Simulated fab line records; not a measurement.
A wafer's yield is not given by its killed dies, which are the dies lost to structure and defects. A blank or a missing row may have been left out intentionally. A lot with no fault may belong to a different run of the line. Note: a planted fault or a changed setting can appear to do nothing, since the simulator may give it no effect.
Comparing a struck lot with a sound one	flow nand harc	14 steps out of a route of 1159
Sound: these wafers, L257.3, L257.4, L257.6. Struck: wafer L275.4 (left out: L275.5, L275.6 of the same lot, which were not struck); the cause appears at the end.
Each step with rows lists, per side, the tool, then ch with its chambers, then its first start. Under that, the readings that differ: sound wafers	struck wafers	difference of the means	sigmas: that difference in standard deviations of wafers without a fault.
alike: readings whose means differ by less than 2 such deviations, and words and numbers that are the same on both sides. not compared: withheld readings, readings that some wafer has no value for, bounds like >300 that may hide the same value, and numbers for which the record gives no deviation and whose values overlap.
The two part at a step that has a row with sigmas, a row that says differs or no value, or rows on one side only. Non-overlapping numbers with no deviation appear without sigmas and do not part them. A reading missing from all wafers of one side parts the sides only when that side holds two or more wafers.

NHARC_P_M1_CMP_23: polishes, t overpolish 20 s, target thk 157.82 nm.
  sound on cmp-04 ch 0,2,3, day 6 11:34; struck on cmp-01 ch 2, day 10 11:00
  alike: motor current A, time to endpoint s
NHARC_P_M1_THK_MEAS_24: measures by xrf.
  sound on film metro-01, day 6 11:52; struck on film metro-02, day 10 11:14
  alike: thk nm
following that, these wafers have no rows for 1 step: NHARC_P_M1_SRD_25.
NHARC_P_M1_INSPECT_27:
  sound on defect inspect-02, day 6 12:02; struck on defect inspect-01, day 10 11:23
reading	sound	struck	difference	sigmas
raw defect count	213 233 276	439	+198	+2
NHARC_P_M1_PRE_CLEAN_32: time 12 s.
  sound on pecvd-02 ch 0,1, day 6 12:07; struck on pecvd-02 ch 2, day 10 12:06
  alike: heater power w
NHARC_P_M1_DEP_33: deposits SiCN, target thk 30 nm.
  sound on pecvd-02 ch 0,1, day 6 12:16; struck on pecvd-02 ch 2, day 10 12:16
  alike: heater power w
then, 5 steps without rows for these wafers: NHARC_P_M2_DEP_00 (deposits SiOC, target thk 182.5 nm); NHARC_P_M2_DEHYDRATE_01 (time 120 s); NHARC_P_M2_HMDS_02 (time 30 s); NHARC_P_M2_COAT_34 (time 65 s); NHARC_P_M2_COAT_03 (resist thk 90 nm).
NHARC_P_M2_SOFTBAKE_04: time 55 s.
  sound on litho track-01 ch 0, day 6 12:00; struck on litho track-06 ch 0, day 10 13:00
reading	sound	struck	difference	sigmas
heater power total W (W)	188.33 188.32 188.66	322.99	+134.55	+99 or more
following that, these wafers have no rows for 1 step: NHARC_P_M2_EBR_05.
-- jump in the record: it breaks off in module P_M2 and resumes in module END (first step shown: number 1159 of the route), and 14 days separate the struck wafers' starts before and after --
NHARC_END_SORT_01:
  sound on prober-02 ch 0, day 19 18:07; struck on prober-02 ch 0, day 24 11:20
  alike: defect limited yield, killed at array, killed at other, killed at periphery, killed dies, killed open, killed short, sort_bin_2_pct, sort_bin_3_pct, sort_bin_4_pct, sort n pass, sort rim yield pct, sort yield pct

== WHERE THEY PART ==
Last at NHARC_P_M2_SOFTBAKE_04 as far as this record goes, first at NHARC_P_M1_INSPECT_27. Later steps at which nothing parts them and some readings are alike: NHARC_END_SORT_01.

WHY: whatever the simulator had introduced
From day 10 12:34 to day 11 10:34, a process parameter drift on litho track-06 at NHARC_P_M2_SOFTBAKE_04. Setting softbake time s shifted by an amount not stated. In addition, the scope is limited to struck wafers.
